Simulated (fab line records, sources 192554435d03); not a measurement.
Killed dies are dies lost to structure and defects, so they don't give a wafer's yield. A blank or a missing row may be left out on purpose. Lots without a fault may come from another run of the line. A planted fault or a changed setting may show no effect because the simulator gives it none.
Chamber matching | flow n5_finfet | N5_BEOL_M0_SAQP_HM_DEP_111 on pecvd-01: 3 sister chambers
The step deposits SiO2 from SiH4/N2O, target thk 12 nm, time 7.2 s. 6 wafers are shown with their chamber, then 10 later ones without.

WAFERS WITH THEIR CHAMBER
wafer  | chamber | showerhead_plenum_p_Torr (Torr) | heater_power_w (W)
L085.5 | 0       | 8.24                            | 852
L087.2 | 0       | 8.22                            | 820
L087.3 | 2       | 8.14                            | 768
L088.5 | 2       | 8.14                            | 758
L092.2 | 1       | 8.21                            | 709
L092.4 | 1       | 8.20                            | 721

WAFERS WITHOUT THEIR CHAMBER
wafer  | showerhead_plenum_p_Torr (Torr) | heater_power_w (W)
L092.5 | 8.24                            | 704
L093.1 | 8.12                            | 819
L093.5 | 8.14                            | 814
L093.6 | 8.19                            | 699
L096.1 | 8.24                            | 723
L096.3 | 8.15                            | 678
L096.6 | 8.21                            | 760
L097.3 | 8.24                            | 748
L097.4 | 8.14                            | 801
L097.6 | 8.17                            | 646

WHICH CHAMBER EACH WENT THROUGH
wafer  | from the rows above     | in truth
L092.5 | 1                       | 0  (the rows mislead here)
L093.1 | 2                       | 2
L093.5 | 2                       | 2
L093.6 | 1                       | 1
L096.1 | 1                       | 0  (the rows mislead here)
L096.3 | can't be placed: 2 or 1 | 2
L096.6 | 1                       | 1
L097.3 | can't be placed: 1 or 0 | 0
L097.4 | 2                       | 2
L097.6 | 1                       | 1
Placed correctly: 6 of 10. Can't be placed from these rows: 2 (the true chamber is among the candidates in 2). Placed wrongly: 2.
How it was worked out, from the rows above alone: a wafer's distance from a chamber is the root of the sum, over the readings, of the square of ((its reading less the chamber's mean) divided by the reading's scatter). The wafer belongs to the nearest chamber; if the next one is less than 2 further off, it can't be placed. A chamber's mean is the mean of its shown wafers. The scatter: the root of (the sum of the squares of (reading less its chamber's mean) over the shown wafers, divided by (wafers less chambers)).
